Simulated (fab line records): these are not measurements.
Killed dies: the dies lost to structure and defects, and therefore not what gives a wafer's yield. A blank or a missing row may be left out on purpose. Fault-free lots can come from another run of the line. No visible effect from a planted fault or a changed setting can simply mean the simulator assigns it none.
Which tool is to blame?	flow nandHarc	21 lots with 63 wafers sampled at 6 steps, on a route of 1302 steps

## WHAT EACH GAUGE READ, for each wafer
The record lacks any reading of a measuring or inspecting step that a usual standard deviation could be used to judge.

## WHICH TOOL RAN EACH LOT (tool, then ch and the chambers of the sampled wafers, then the start)
lot	NHARC_A_SLIT_ETCH_29	NHARC_A_WL_FILL_ALD_00	NHARC_A_WL_FILL_ETCHBACK_05	NHARC_A_CONTACT_ETCH_51	NHARC_A_CONTACT_ETCH_121	NHARC_A_CONTACT_ETCH_96
L074	rieDiel-13 ch 0,1,2, day 20 04:05	aldHk-04 ch 0,3, day 20 11:20	rieMetal-02 ch 0,1, day 20 12:55	rieDiel-08 ch 0,1,3, day 21 19:26 or earlier	harCapEtch-02 ch 0,1, day 21 19:26	rieDiel-01 ch 0,1,3, day 21 20:55
L075	rieDiel-02 ch 0,1,2, day 20 13:50	aldHk-04 ch 0,2,3, day 20 20:57	rieMetal-01 ch 0, day 20 22:26	rieDiel-08 ch 0,1,3, day 22 00:50 or earlier	harCapEtch-03 ch 0,1, day 22 00:50	rieDiel-08 ch 2,3, no start
L077	rieDiel-13 ch 0,1,2, day 21 15:36	aldHk-03 ch 0,1,3, day 21 22:44	rieMetal-02 ch 0,1, day 22 00:16	rieDiel-08 ch 0,1,3, day 23 02:28 or earlier	harCapEtch-02 ch 0,1, day 23 02:28	rieDiel-08 ch 0,1,2, no start
L079	rieDiel-03 ch 1,2,3, day 21 15:41	aldHk-04 ch 0,1,2, day 21 22:45	rieMetal-03 ch 0,1, day 22 00:17	rieDiel-09 ch 1,2,3, day 23 01:55 or earlier	harCapEtch-01 ch 0,1, day 23 01:55	rieDiel-08 ch 0,1,3, no start
L078	rieDiel-03 ch 0,1,3, day 21 19:23	aldHk-04 ch 0,1,2, day 22 03:04	rieMetal-02 ch 0,1, day 22 04:38	rieDiel-08 ch 0,2,3, day 23 09:29 or earlier	harCapEtch-03 ch 0,1, day 23 09:29	rieDiel-08 ch 0,1,2, no start
L080	rieDiel-03 ch 1,2,3, day 22 00:21	aldHk-01 ch 0,2,3, day 22 07:37	rieMetal-03 ch 0,1, day 22 09:07	rieDiel-01 ch 1,2,3, day 23 09:25 or earlier	harCapEtch-01 ch 0,1, day 23 09:25	rieDiel-08 ch 0,1,2, no start
L081	rieDiel-02 ch 0,1,2, day 22 22:30	aldHk-01 ch 0,1,3, day 23 05:38	rieMetal-01 ch 0,1, day 23 07:10	rieDiel-08 ch 0,1,2, day 24 09:45 or earlier	harCapEtch-03 ch 0,1, day 24 09:45	rieDiel-08 ch 1,2,3, no start
L082	rieDiel-03 ch 2,3, day 22 22:42	aldHk-03 ch 2,3, day 23 05:38	rieMetal-02 ch 0,1, day 23 07:15	rieDiel-09 ch 1,2,3, day 24 13:43 or earlier	harCapEtch-02 ch 0,1, day 24 13:43	rieDiel-08 ch 1,2,3, no start
L083	rieDiel-02 ch 0,1,3, day 23 17:02	aldHk-03 ch 0,1,2, day 24 00:14	rieMetal-03 ch 0,1, day 24 01:46	rieDiel-01 ch 0,1,2, day 25 03:58 or earlier	harCapEtch-02 ch 0,1, day 25 03:58	rieDiel-09 ch 0,1,2, no start
L084	rieDiel-13 ch 0,2,3, day 24 04:52	aldHk-04 ch 1,2, day 24 12:09	rieMetal-02 ch 0,1, day 24 13:41	rieDiel-08 ch 0,1,3, day 25 19:34 or earlier	harCapEtch-03 ch 0,1, day 25 19:34	rieDiel-08 ch 1,2,3, no start
L086	rieDiel-03 ch 0,1,3, day 25 01:16	aldHk-01 ch 0,1,3, day 25 08:31	rieMetal-01 ch 0,1, day 25 10:01	rieDiel-08 ch 2,3, day 26 12:32 or earlier	harCapEtch-01 ch 0,1, day 26 12:32	rieDiel-08 ch 1,2,3, no start
L087	rieDiel-03 ch 0,2,3, day 25 09:17	aldHk-04 ch 0,3, day 25 16:32	rieMetal-01 ch 0,1, day 25 18:05	rieDiel-08 ch 0,1,2, day 27 00:27 or earlier	harCapEtch-01 ch 0,1, day 27 00:27	rieDiel-09 ch 1,2, no start
L089	rieDiel-03 ch 1,3, day 25 22:22	aldHk-04 ch 0,3, day 26 05:38	rieMetal-03 ch 1, day 26 07:10	rieDiel-08 ch 1,3, day 27 11:53 or earlier	harCapEtch-02 ch 0,1, day 27 11:53	rieDiel-08 ch 0,2,3, no start
L088	rieDiel-03 ch 0,3, day 26 02:11	aldHk-03 ch 0,2, day 26 09:26	rieMetal-01 ch 1, day 26 11:16	rieDiel-01 ch 0,1,2, day 27 16:07 or earlier	harCapEtch-02 ch 0,1, day 27 16:07	rieDiel-08 ch 2,3, no start
L090	rieDiel-13 ch 0,2, day 26 23:44	aldHk-03 ch 0,2,3, day 27 06:53	rieMetal-03 ch 0,1, day 27 08:56	rieDiel-08 ch 0,2, day 28 11:34 or earlier	harCapEtch-02 ch 0,1, day 28 11:34	rieDiel-08 ch 0,1,3, no start
L093	rieDiel-13 ch 0,2,3, day 27 09:58	aldHk-01 ch 0,2,3, day 27 17:17	rieMetal-02 ch 0,1, day 27 18:45	rieDiel-08 ch 1,2, day 29 02:18 or earlier	harCapEtch-02 ch 0,1, day 29 02:18	rieDiel-01 ch 0,1,3, no start
L091	rieDiel-02 ch 0,2, day 27 10:05	aldHk-04 ch 1,2, day 27 17:13	rieMetal-03 ch 0,1, day 27 19:04	rieDiel-08 ch 1,2,3, day 29 00:42 or earlier	harCapEtch-03 ch 0,1, day 29 00:42	rieDiel-08 ch 1,3, no start
L092	rieDiel-13 ch 0,2,3, day 27 13:44	aldHk-01 ch 0,1, day 27 22:59	rieMetal-02 ch 0, day 28 00:44	rieDiel-09 ch 1,2,3, day 29 06:23 or earlier	harCapEtch-03 ch 0,1, day 29 06:23	rieDiel-08 ch 2,3, no start
L094	rieDiel-02 ch 0,2,3, day 28 07:08	aldHk-03 ch 0,2, day 28 16:23	rieMetal-02 ch 0,1, day 28 17:55	rieDiel-01 ch 1,2,3, day 29 20:47 or earlier	harCapEtch-02 ch 0,1, day 29 20:47	rieDiel-08 ch 2,3, day 29 23:00
L095	rieDiel-13 ch 0,1,2, day 28 20:46	aldHk-04 ch 0,2, day 29 04:04	rieMetal-01 ch 0,1, day 29 05:41	rieDiel-01 ch 0,1, day 30 12:20 or earlier	harCapEtch-03 ch 0,1, day 30 12:20	rieDiel-09 ch 2,3, no start
L096	rieDiel-03 ch 0,2,3, day 30 12:24	aldHk-04 ch 0,1,3, day 30 19:37	rieMetal-02 ch 0,1, day 30 21:14	rieDiel-08 ch 1,2,3, day 32 02:04 or earlier	harCapEtch-01 ch 0,1, day 32 02:04	rieDiel-09 ch 0,1,3, no start
- NHARC_A_SLIT_ETCH_29: etches the open film in CF4/O2, target depth 100 nm, overetch 10 nm, time 55 s.
- NHARC_A_WL_FILL_ALD_00: deposits Al2O3, target thk 3 nm, pulse time 3 s, ald cycles 30.
- NHARC_A_WL_FILL_ETCHBACK_05: etches the open film in Cl2/BCl3, target depth 22 nm, time 60 s.
- NHARC_A_CONTACT_ETCH_51: etches the open film in O2/COS, target depth 7000 nm, time 1820 s.
- NHARC_A_CONTACT_ETCH_121: etches the open film in C4F8/O2/Ar, time 190 s, target depth 1850 nm.
- NHARC_A_CONTACT_ETCH_96: etches the open film in C4F6/O2, target depth 20 nm, time 10 s.

## WHAT THE TOOLS THEMSELVES READ (means of the sampled wafers that have a number; where no wafer has one, the mark that the record gives instead)
NHARC_A_SLIT_ETCH_29. Usual: drypumpMotorCurrentA 5.8 A, standard deviation 0.53; mfcArSccm 0.007 sccm, standard deviation 0.0078; oes_f_703_au 1.000 a.u., standard deviation 0.0049; oesProductAu 0.997 a.u., standard deviation 0.0085; rfFwdPowerW 296.9 W, standard deviation 1.3; rfVppV 197.8 V, standard deviation 1.5; showerheadPlenumPTorr 1.33 Torr, standard deviation 0.061; throttleValvePct 13.399 %, standard deviation 0.0088.
lot	tool	drypumpMotorCurrentA (A)	mfcArSccm (sccm)	oes_f_703_au (a.u.)	oesProductAu (a.u.)	rfFwdPowerW (W)	rfVppV (V)	showerheadPlenumPTorr (Torr)	throttleValvePct (%)	flag
L074	rieDiel-13	5.7	0.004	1.002	0.989	296.8	198.6	1.32	13.397	
L075	rieDiel-02	6.0	0.007	0.996	1.004	298.3	198.8	1.37	13.399	
L077	rieDiel-13	5.7	0.004	1.006	0.993	297.8	197.4	1.32	13.398	
L079	rieDiel-03	5.6	0.016	0.995	0.995	297.2	197.2	1.35	13.406	
L078	rieDiel-03	5.4	0.012	1.006	1.009	296.9	197.7	1.33	13.400	
L080	rieDiel-03	5.6	0.016	1.000	1.001	296.5	198.2	1.35	13.399	
L081	rieDiel-02	6.0	0.007	1.006	1.003	297.7	197.9	1.37	13.395	
L082	rieDiel-03	5.9	0.015	1.000	0.990	298.0	197.9	1.30	13.398	
L083	rieDiel-02	5.9	0.010	1.000	0.997	298.4	197.8	1.35	13.400	
L084	rieDiel-13	5.8	0.001	0.999	0.991	295.3	197.2	1.30	13.395	
L086	rieDiel-03	5.3	0.012	0.996	1.004	296.8	197.6	1.33	13.398	
L087	rieDiel-03	6.0	0.009	0.997	1.001	296.9	197.5	1.33	13.406	
L089	rieDiel-03	5.0	0.019	1.001	0.999	297.6	197.9	1.34	13.401	
L088	rieDiel-03	5.7	0.006	0.997	1.001	296.7	197.2	1.31	13.384	
L090	rieDiel-13	5.7	0.001	1.002	0.993	296.5	197.1	1.33	13.396	
L093	rieDiel-13	5.8	0.001	1.001	0.993	296.4	196.9	1.30	13.391	
L091	rieDiel-02	6.1	0.000	1.005	1.011	296.9	197.1	1.35	13.394	
L092	rieDiel-13	5.8	0.001	0.998	0.992	295.5	197.3	1.30	13.401	
L094	rieDiel-02	5.8	0.002	1.001	1.004	298.0	195.9	1.31	13.395	
L095	rieDiel-13	5.7	0.004	1.001	0.987	297.2	197.4	1.32	13.404	
L096	rieDiel-03	6.0	0.009	1.001	1.003	297.3	197.9	1.33	13.400	

NHARC_A_WL_FILL_ALD_00. Usual: heaterPowerW 462 W, standard deviation 31; precursorPulseHeightRel 1.002, standard deviation 0.019.
lot	tool	heaterPowerW (W)	precursorPulseHeightRel	flag
L074	aldHk-04	453	0.984	
L075	aldHk-04	454	1.015	
L077	aldHk-03	479	1.006	
L079	aldHk-04	448	0.981	
L078	aldHk-04	460	0.999	
L080	aldHk-01	458	0.997	
L081	aldHk-01	454	1.022	
L082	aldHk-03	441	1.000	
L083	aldHk-03	474	0.998	
L084	aldHk-04	479	0.995	
L086	aldHk-01	454	1.003	
L087	aldHk-04	460	1.020	
L089	aldHk-04	457	0.997	
L088	aldHk-03	466	0.994	
L090	aldHk-03	455	1.023	
L093	aldHk-01	461	1.008	
L091	aldHk-04	493	1.007	
L092	aldHk-01	429	0.964	
L094	aldHk-03	459	1.002	
L095	aldHk-04	478	1.007	
L096	aldHk-04	481	0.992	

NHARC_A_WL_FILL_ETCHBACK_05. Usual: drypumpMotorCurrentA 5.3 A, standard deviation 0.42; heBacksideLeakSccm 3.41 sccm, standard deviation 0.3; oesProductAu 1.003 a.u., standard deviation 0.0078.
lot	tool	drypumpMotorCurrentA (A)	heBacksideLeakSccm (sccm)	oesProductAu (a.u.)	flag
L074	rieMetal-02	5.8	3.60	0.997	
L075	rieMetal-01	5.1	3.27	1.007	
L077	rieMetal-02	5.8	3.59	0.999	
L079	rieMetal-03	4.9	3.14	0.995	
L078	rieMetal-02	5.6	3.59	0.998	
L080	rieMetal-03	4.8	3.28	0.998	
L081	rieMetal-01	5.3	3.43	1.004	
L082	rieMetal-02	5.6	3.49	1.011	
L083	rieMetal-03	4.8	3.23	1.001	
L084	rieMetal-02	5.8	3.63	0.996	
L086	rieMetal-01	5.3	3.35	0.998	
L087	rieMetal-01	5.3	3.38	1.008	
L089	rieMetal-03	4.9	3.30	1.014	
L088	rieMetal-01	5.7	3.33	1.005	
L090	rieMetal-03	4.9	3.15	1.007	
L093	rieMetal-02	5.8	3.60	1.000	
L091	rieMetal-03	4.8	3.23	1.005	
L092	rieMetal-02	5.5	3.67	1.001	
L094	rieMetal-02	5.8	3.47	1.008	
L095	rieMetal-01	5.5	3.34	1.012	
L096	rieMetal-02	5.6	3.63	0.992	

NHARC_A_CONTACT_ETCH_51. Usual: value, then standard deviation, for each; drypumpMotorCurrentA 5.8 A / 0.32; mfcArSccm 0.009 sccm / 0.014; oesProductAu 0.999 a.u. / 0.0074; rfFwdPowerW 499.7 W / 1.4; rfVppV 314.5 V / 2.1; showerheadPlenumPTorr 3.15 Torr / 0.13; throttleValvePct 28.331 % / 0.0084.
lot	tool	drypumpMotorCurrentA (A)	mfcArSccm (sccm)	oesProductAu (a.u.)	rfFwdPowerW (W)	rfVppV (V)	showerheadPlenumPTorr (Torr)	throttleValvePct (%)	flag
L074	rieDiel-08	6.0	0.000	0.997	500.4	314.5	3.16	28.329	
L075	rieDiel-08	6.0	0.000	0.993	500.0	314.6	3.16	28.331	
L077	rieDiel-08	6.0	0.000	0.995	500.6	314.4	3.16	28.334	
L079	rieDiel-09	5.8	0.000	1.004	499.3	315.2	3.20	28.331	
L078	rieDiel-08	5.8	0.012	0.993	499.6	315.1	3.24	28.329	
L080	rieDiel-01	5.7	0.013	1.007	499.3	315.3	3.12	28.328	
L081	rieDiel-08	5.9	0.012	0.995	499.3	314.6	3.16	28.336	
L082	rieDiel-09	5.8	0.000	1.011	500.1	315.8	3.20	28.329	
L083	rieDiel-01	5.5	0.013	0.995	499.7	314.3	3.15	28.334	
L084	rieDiel-08	6.0	0.000	0.992	498.6	313.9	3.15	28.336	
L086	rieDiel-08	5.7	0.025	0.994	499.9	316.5	3.26	28.330	
L087	rieDiel-08	5.9	0.012	0.994	499.4	315.1	3.16	28.331	
L089	rieDiel-08	6.0	0.000	1.008	499.6	313.1	3.08	28.333	
L088	rieDiel-01	5.6	0.013	0.991	498.9	314.0	3.14	28.333	
L090	rieDiel-08	5.7	0.025	0.990	500.5	316.0	3.23	28.331	
L093	rieDiel-08	5.8	0.025	0.996	501.9	314.8	3.16	28.337	
L091	rieDiel-08	5.8	0.012	0.994	499.7	314.7	3.16	28.329	
L092	rieDiel-09	5.8	0.000	0.998	499.3	314.8	3.18	28.339	
L094	rieDiel-01	5.7	0.013	1.001	499.8	313.2	3.10	28.320	
L095	rieDiel-01	5.4	0.008	0.999	500.0	312.6	3.05	28.328	
L096	rieDiel-08	5.8	0.012	1.001	500.1	315.0	3.16	28.332	

NHARC_A_CONTACT_ETCH_96. Usual: value, then standard deviation, for each; drypumpMotorCurrentA 5.8 A / 0.34; mfcArSccm 500.2 sccm / 1.5; oesProductAu 0.971 a.u. / 0.028; rfFwdPowerW 585.8 W / 2.3; rfVppV 548 V / 3.1; showerheadPlenumPTorr 3.97 Torr / 0.15; throttleValvePct 26.902 % / 0.0087.
lot	tool	drypumpMotorCurrentA (A)	mfcArSccm (sccm)	oesProductAu (a.u.)	rfFwdPowerW (W)	rfVppV (V)	showerheadPlenumPTorr (Torr)	throttleValvePct (%)	flag
L074	rieDiel-01	5.6	499.8	1.006	585.4	545	3.82	26.902	
L075	rieDiel-08	5.7	498.8	0.953	585.4	551	4.09	26.911	
L077	rieDiel-08	5.9	501.2	0.962	585.0	547	3.97	26.899	
L079	rieDiel-08	6.0	501.2	0.997	586.2	548	3.97	26.905	
L078	rieDiel-08	6.0	499.4	0.963	585.3	548	3.97	26.900	
L080	rieDiel-08	5.9	500.4	1.006	583.8	548	3.97	26.895	
L081	rieDiel-08	5.8	500.9	0.952	584.8	548	3.98	26.895	
L082	rieDiel-08	5.8	500.4	1.004	585.1	548	3.98	26.914	
L083	rieDiel-09	5.6	500.5	0.994	587.4	547	3.93	26.910	
L084	rieDiel-08	5.8	500.1	0.942	585.9	548	3.98	26.907	
L086	rieDiel-08	5.8	500.6	0.957	585.7	548	3.98	26.898	
L087	rieDiel-09	5.2	500.3	0.946	588.1	548	4.00	26.893	
L089	rieDiel-08	5.8	500.3	0.949	584.7	549	4.06	26.905	
L088	rieDiel-08	5.7	498.9	0.991	585.1	551	4.08	26.894	
L090	rieDiel-08	6.0	499.2	0.942	583.9	548	3.95	26.901	
L093	rieDiel-01	5.6	500.7	1.003	584.0	545	3.78	26.898	
L091	rieDiel-08	5.9	499.5	0.947	586.3	547	3.97	26.897	
L092	rieDiel-08	5.7	502.8	0.993	586.8	550	4.07	26.906	
L094	rieDiel-08	5.7	501.3	1.008	584.7	550	4.07	26.907	
L095	rieDiel-09	6.3	500.8	0.921	586.2	550	4.07	26.891	
L096	rieDiel-09	5.7	500.0	1.001	590.5	548	4.00	26.896	

## THE ANSWER, worked out from the rows above alone
Rule: lot off if the mean of its wafers having a number is beyond 3 standard deviations from the usual mean. A lot without any number at a reading at which 4 lots or more have one is off too. All remaining lots with rows at the step are treated as sound. The gauges are gone through in route order, then the tools' own readings, and for those a lot's mean is taken as printed above. The first step at which some lot is off is used, and at that step the reading that is off furthest; a lot without a number counts as furthest.
No lot is off at any reading shown: from this, nothing can be told.

## WHAT HAD BEEN PUT IN BY THE SIMULATOR
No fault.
